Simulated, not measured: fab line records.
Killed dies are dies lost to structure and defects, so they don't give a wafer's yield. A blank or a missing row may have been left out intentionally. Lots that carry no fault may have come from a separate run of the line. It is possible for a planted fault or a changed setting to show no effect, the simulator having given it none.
The tool behind it: which one?	flow nandHarc	13 lots with 39 wafers sampled at 4 steps, on a route of 1302 steps

== WHAT THE GAUGES SHOWED, per wafer ==
NHARC_P_START_INSPECT_01.
lot	measured	on	rawDefectCount
L216	day 1 20:02	defectInspect-01	3 5 2
L218	day 2 16:02	defectInspect-02	5 3 4
L219	day 3 02:02	defectInspect-01	2 5 2
L220	day 3 12:02	defectInspect-01	4 5 4
L222	day 4 08:02	defectInspect-01	2 1 4
L223	day 4 18:02	defectInspect-02	1 4 2
L224	day 5 04:02	defectInspect-02	1 8 3
L234	day 9 08:02	defectInspect-02	6 5 5
L235	day 9 18:02	defectInspect-01	2 6 7
L236	day 10 04:02	defectInspect-01	3 4 4
L237	day 10 14:02	defectInspect-01	6 2 2
L238	day 11 00:02	defectInspect-01	4 4 5
L239	day 11 10:02	defectInspect-02	6 4 4

NHARC_P_ZERO_WELL_CD_MEAS_37 targets a cd of 720 nm.
lot	measured	on	cdNm (nm)
L216	day 2 00:06	cdSem-01	718.6 717.0 719.3
L218	day 2 20:08	cdSem-02	719.3 719.9 720.7
L219	day 3 06:09	cdSem-01	721.5 719.4 722.4
L220	day 3 16:17	cdSem-02	718.5 719.6 719.8
L222	day 4 12:06	cdSem-03	721.3 722.7 721.8
L223	day 4 21:58	cdSem-01	717.8 717.8 721.1
L224	day 5 08:08	cdSem-02	- - -
L234	day 9 12:01	cdSem-02	718.3 719.7 719.9
L235	day 9 21:58	cdSem-02	721.0 719.1 719.3
L236	day 10 10:13	cdSem-02	720.0 720.5 719.0
L237	day 10 18:35	cdSem-01	720.0 719.0 718.4
L238	day 11 04:16	cdSem-03	721.2 723.6 722.8
L239	day 11 14:16	cdSem-02	717.9 720.1 719.3

== WHAT TOOL EACH LOT RAN ON (gives the tool, then ch and the chambers of the sampled wafers, and finally the start) ==
lot	NHARC_P_ZERO_WELL_ETCH_62	NHARC_P_ZERO_WELL_EXPOSE_34
L216	rieDiel-09 ch 1,2,3, day 1 23:56 or earlier	krfScanner-04 ch 0, day 1 23:56
L218	rieDiel-05 ch 1,2, day 2 19:58 or earlier	krfScanner-02 ch 0, day 2 19:58
L219	rieDiel-09 ch 0,1, day 3 06:00 or earlier	krfScanner-02 ch 0, day 3 06:00
L220	rieDiel-09 ch 0,1,2, day 3 16:08 or earlier	krfScanner-03 ch 0, day 3 16:08
L222	rieDiel-09 ch 0,1,2, day 4 11:57 or earlier	krfScanner-04 ch 0, day 4 11:57
L223	rieDiel-02 ch 1,2,3, day 4 21:49 or earlier	krfScanner-03 ch 0, day 4 21:49
L224	rieDiel-09 ch 0,1, day 5 07:59 or earlier	krfScanner-03 ch 0, day 5 07:59
L234	rieDiel-05 ch 0,1, day 9 11:51 or earlier	krfScanner-03 ch 0, day 9 11:51
L235	rieDiel-09 ch 0,1, day 9 21:49 or earlier	krfScanner-03 ch 0, day 9 21:49
L236	rieDiel-09 ch 0,1,2, day 10 10:03 or earlier	krfScanner-02 ch 0, day 10 10:03
L237	rieDiel-09 ch 1,2,3, day 10 18:25 or earlier	krfScanner-04 ch 0, day 10 18:25
L238	rieDiel-09 ch 1,2, day 11 04:07 or earlier	krfScanner-02 ch 0, day 11 04:07
L239	rieDiel-05 ch 0,2,3, day 11 14:07 or earlier	krfScanner-03 ch 0, day 11 14:07
- NHARC_P_ZERO_WELL_ETCH_62: etches the open film in CHF3/Ar, target depth 13 nm, time 6.5 s.
- NHARC_P_ZERO_WELL_EXPOSE_34: exposes mask P PWELL, target cd 720 nm.

== AS READ BY THE TOOLS THEMSELVES (means over the sampled wafers that have a number; for cases with no such wafer, the mark the record gives instead) ==
NHARC_P_ZERO_WELL_ETCH_62.
lot	tool	drypumpMotorCurrentA (A)	oesProductAu (a.u.)	rfVppV (V)	showerheadPlenumPTorr (Torr)	throttleValvePct (%)
L216	rieDiel-09	5.4	0.976	370.8	2.38	20.229
L218	rieDiel-05	6.1	0.971	367.1	2.20	20.213
L219	rieDiel-09	5.6	0.948	370.7	2.32	20.214
L220	rieDiel-09	5.9	0.975	369.7	2.33	20.214
L222	rieDiel-09	5.8	0.978	371.5	2.33	20.220
L223	rieDiel-02	5.6	0.963	368.1	2.25	20.216
L224	rieDiel-09	5.6	0.920	369.7	2.31	20.222
L234	rieDiel-05	5.9	0.963	368.1	2.23	20.215
L235	rieDiel-09	5.5	0.982	369.4	2.30	20.222
L236	rieDiel-09	5.9	0.951	370.4	2.32	20.213
L237	rieDiel-09	5.4	0.967	370.6	2.36	20.222
L238	rieDiel-09	5.5	0.947	370.7	2.32	20.211
L239	rieDiel-05	5.9	0.967	372.1	2.39	20.218

NHARC_P_ZERO_WELL_EXPOSE_34.
lot	tool	focusOffsetNm (nm)
L216	krfScanner-04	-0.4
L218	krfScanner-02	-0.6
L219	krfScanner-02	-0.0
L220	krfScanner-03	-0.7
L222	krfScanner-04	0.5
L223	krfScanner-03	0.2
L224	krfScanner-03	-0.1
L234	krfScanner-03	0.1
L235	krfScanner-03	-0.0
L236	krfScanner-02	0.3
L237	krfScanner-04	-0.4
L238	krfScanner-02	-0.4
L239	krfScanner-03	-0.5

== THE ANSWER, worked out from the rows above alone ==
Rule: usual is defined by the lots themselves. The widest of any qualifying gaps counts: lots, ordered by their means at a reading, are off when they make up no more than a third of the lots, leave a main group of 4 or more, and stand apart from it by 3 or more times the standard deviation of that group's means. A main group whose means are all the same, to the digits that the tables above print for the reading, isn't used. A lot without any number at a reading at which 4 lots or more have one is off too. The other lots that the step has rows for count as sound. First the gauges in route order, then the tools' own readings, where a lot's mean is used as printed above. The first step at which some lot is off is used, and at that step the reading that is off furthest; a lot without a number counts as furthest.
Off: L224, at NHARC_P_ZERO_WELL_CD_MEAS_37 (cdNm). Without a number there: L224. Main group: mean 719.9 nm, sd 1.2.
A tool fits if, at a process step before that reading, it ran every lot that is off, and no sound lot after the first of them. Those tools and the gauges at NHARC_P_ZERO_WELL_CD_MEAS_37 are tried in the same way. NHARC_P_ZERO_WELL_ETCH_62 gives no start for some lots, so the hours and the order of its lots are those of NHARC_P_ZERO_WELL_EXPOSE_34. None of those tried fits.

== WHAT HAD BEEN PUT IN BY THE SIMULATOR ==
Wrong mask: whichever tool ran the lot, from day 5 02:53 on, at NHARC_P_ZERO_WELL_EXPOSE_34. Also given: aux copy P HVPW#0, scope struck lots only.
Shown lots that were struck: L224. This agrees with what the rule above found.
